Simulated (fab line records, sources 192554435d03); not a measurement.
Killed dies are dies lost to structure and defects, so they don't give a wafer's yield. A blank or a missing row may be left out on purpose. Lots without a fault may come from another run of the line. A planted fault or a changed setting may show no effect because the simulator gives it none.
Chamber matching | flow n5_finfet | N5_DUMMY_GATE_TRIM_49 on rie_si-05: 4 sister chambers
The step chemistry O2, time 29 s, target cd 14 nm. 4 wafers are shown with their chamber, then 7 later ones without.

WAFERS WITH THEIR CHAMBER
wafer  | chamber | throttle_valve_pct (%)
L080.3 | 3       | 8.19
L080.6 | 0       | 8.46
L087.2 | 1       | 8.28
L087.3 | 2       | 7.99

WAFERS WITHOUT THEIR CHAMBER
wafer  | throttle_valve_pct (%)
L087.5 | 8.20
L091.1 | 8.29
L091.4 | 7.99
L091.6 | 8.30
L094.1 | 8.19
L094.4 | 8.20
L094.5 | 8.20

WHICH CHAMBER EACH WENT THROUGH
wafer  | from the rows above | in truth
L087.5 | 3                   | 3
L091.1 | 1                   | 1
L091.4 | 2                   | 2
L091.6 | 1                   | 1
L094.1 | 3                   | 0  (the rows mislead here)
L094.4 | 3                   | 3
L094.5 | 3                   | 3
Placed correctly: 6 of 7. Can't be placed from these rows: 0. Placed wrongly: 1.
How it was worked out, from the rows above alone: a wafer's distance from a chamber is the root of the sum, over the readings, of the square of ((its reading less the chamber's mean) divided by the reading's scatter). The wafer belongs to the nearest chamber; if the next one is less than 2 further off, it can't be placed. A chamber's mean is the mean of its shown wafers. The scatter: with one shown wafer a chamber, the root of the mean of the squares of how far each hidden wafer lies from its nearest shown one.
